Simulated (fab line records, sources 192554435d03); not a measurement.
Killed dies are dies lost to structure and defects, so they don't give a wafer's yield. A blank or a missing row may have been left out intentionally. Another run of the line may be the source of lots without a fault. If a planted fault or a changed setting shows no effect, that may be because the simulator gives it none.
Struck lot and sound lot, side by side || flow n5-finfet || 41 steps out of a route of 1938
Sound: wafers L994.1, L994.2, L994.6. Wafers struck: L988.2, L988.4, L988.5. The cause comes at the end.
At each step with rows: each side's tool, then ch and its chambers, then its first start. Under that, the readings that differ: sound wafers || struck wafers || difference of the means || sigmas: that difference in standard deviations of wafers without a fault.
alike: a reading whose means differ by less than 2 such deviations, as well as words and numbers matching on both sides. not compared: withheld readings; readings where some wafer has no value; bounds like >300 that might hide an equal value; numbers whose values overlap and for which the record gives no deviation.
A row with sigmas, a row that says differs or no value, or rows on one side alone: a step with any of these is where the two part. Numbers that don't overlap but have no deviation are shown without sigmas and don't part them. Lack of a reading on every wafer of one side parts them only where that side has two or more wafers.

first, 11 steps without rows for these wafers: N5_FIN_SAQP_STRIP_74 (strips in CHF3/O2); N5_FIN_SAQP_MANDREL_ETCH_22 (etches a-Si in HBr/Cl2, stops on SiNx, target depth 60 nm, bt time 10 s, time 30 s); N5_FIN_SAQP_STRIP_55 (strips in N2/H2); N5_FIN_SAQP_STRIP_23 (strips in SPM, time 750 s); N5_FIN_SAQP_SRD_66 (time 30 s); N5_FIN_SAQP_RECESS_75 (chemistry HF/NH3, target SiO2, target depth 14.4 nm, afs cycles 3, sublimation time 60 s); N5_FIN_SAQP_SPACER1_ALD_24 (deposits SiO2, target thk 20.3 nm, pulse time 1 s, purge time 2 s); N5_FIN_SAQP_SPACER1_ETCHBACK_25 (etches SiO2 in CHF3/O2, target depth 24.4 nm, time 12.2 s); N5_FIN_SAQP_MANDREL1_REMOVE_56 (chemistry HBr/Cl2/O2, target a-Si, stops on SiNx, bt time 10 s); N5_FIN_SAQP_ETCH_57 (etches SiNx in CH3F/O2, target depth 32.5 nm, time 46.4 s); N5_FIN_SAQP_ETCH_65 (etches SiO2 in CF4, target depth 4 nm, time 4.4 s).
N5_FIN_SAQP_MANDREL_ETCH_58: etches a-Si in HBr/Cl2, stops on SiNx, target depth 45 nm, bt time 10 s, time 27 s.
  sound on rie-si-04 ch 1,2,3, day 6 23:59; struck on rie-si-06 ch 1,3, day 5 14:19
  alike: drypump-motor-current-A, mfc-cl2-sccm, oes-product-au, rf-fwd-power-W, throttle-valve-pct
  not compared: rf-hours-counter-h
then, 17 steps without rows for these wafers: N5_FIN_SAQP_RECESS_63 (chemistry HF/NH3, target SiO2, target depth 18 nm, afs cycles 3, sublimation time 60 s); N5_FIN_SAQP_COAT_68 (time 60 s, resist thk 100 nm); N5_FIN_SAQP_ETCH_69 (etches SOC in N2/H2, stops on SiNx, target depth 150 nm); N5_FIN_SAQP_ETCH_67 (etches SiNx in CH3F/O2, target depth 30 nm); N5_FIN_SAQP_STRIP_70 (strips in N2/H2); N5_FIN_SAQP_RECESS_71 (chemistry HF/NH3, target SiO2, target depth 3 nm, afs cycles 1, sublimation time 60 s); N5_FIN_SAQP_SPACER2_ALD_28 (deposits SiO2, target thk 8.1 nm, pulse time 1 s, purge time 2 s); N5_FIN_SAQP_SPACER2_ETCHBACK_29 (etches SiO2 in CHF3/O2, target depth 12.2 nm, time 6.1 s); N5_FIN_SAQP_MANDREL2_REMOVE_60 (chemistry HBr/Cl2/O2, target a-Si, stops on SiNx, bt time 10 s); N5_FIN_SAQP_HM_OPEN_33 (chemistry CH3F/O2, target SiNx, target depth 49.4 nm, time 70.6 s); N5_FIN_SAQP_ETCH_34 (etches SiO2 in C4F6/O2, target depth 45 nm, time 15 s); N5_FIN_SAQP_STRIP_77 (strips in N2/H2, time 90 s); N5_FIN_SAQP_ETCH_64 (etches SiO2 in CF4, target depth 1.5 nm); N5_FIN_SAQP_FIN_ETCH_36 (etches the open film in HBr/Cl2/O2, target depth 120 nm, time 50.4 s); N5_FIN_SAQP_PRECLEAN_38 (cleans in O3/DIW, time 45 s); N5_FIN_SAQP_PRECLEAN_45 (cleans in dHF, time 10 s); N5_FIN_SAQP_SRD_39 (time 30 s).
N5_FIN_SAQP_INSPECT_40: inspects for defects (brightfield).
  sound on defect-inspect-02, day 7 02:17; struck on defect-inspect-02, day 5 16:59
{"reading": "raw-defect-count", "sound": "307 144 173", "struck": "718 751 851", "difference": "+565", "sigmas": "+9"}
then, 7 steps without rows for these wafers: N5_FIN_CUT_COAT_18 (time 60 s, resist thk 230 nm); N5_FIN_CUT_COAT_19 (time 60 s, resist thk 20 nm); N5_FIN_CUT_COAT_29 (time 60 s, resist thk 10 nm); N5_FIN_CUT_COAT_02 (resist thk 30 nm); N5_FIN_CUT_EBR_04; N5_FIN_CUT_SOFTBAKE_03 (time 60 s); N5_FIN_CUT_EXPOSE_05 (exposes mask FIN CUT).
N5_FIN_CUT_INSPECT_10: inspects for defects (brightfield).
  sound on defect-inspect-02, day 7 02:40; struck on defect-inspect-01, day 5 17:22
{"reading": "raw-defect-count", "sound": "47 19 34", "struck": "539 554 547", "difference": "+513", "sigmas": "+51"}
N5_FIN_CUT_INSPECT_17: inspects for defects (brightfield).
  sound on defect-inspect-02, day 7 03:37; struck on defect-inspect-02, day 5 18:25
{"reading": "raw-defect-count", "sound": "307 156 201", "struck": "739 748 851", "difference": "+558", "sigmas": "+9"}
-- record jumps: 6 days separate the struck wafers' starts on either side; left off in module FIN_CUT, taken up again in module BEOL_M4, whose first shown step is the route's number 1111 --
N5_BEOL_M4_RC_MEAS_101:
  sound on prober-02 ch 0, day 13 20:56; struck on prober-02 ch 0, day 12 05:01
  alike: DIBL_N, DIBL_P, IOFF_N, IOFF_P, ION_N, ION_P, SS_N, SS_P, VT_N, VT_P
-- a jump in the record: the struck wafers' starts before and after are 5 days apart (it breaks off in module BEOL_M4 and resumes in module PASSIVATION, where the first step shown is number 1936 of the route) --
N5_PASSIVATION_PROBE_49:
  only the struck wafers here have rows in the record (prober-02, day 17 05:01); the sound ones have none

== WHERE THEY PART ==
Earliest at N5_FIN_SAQP_INSPECT_40; latest, in this record, at N5_PASSIVATION_PROBE_49.

WHY: the cause the simulator had injected
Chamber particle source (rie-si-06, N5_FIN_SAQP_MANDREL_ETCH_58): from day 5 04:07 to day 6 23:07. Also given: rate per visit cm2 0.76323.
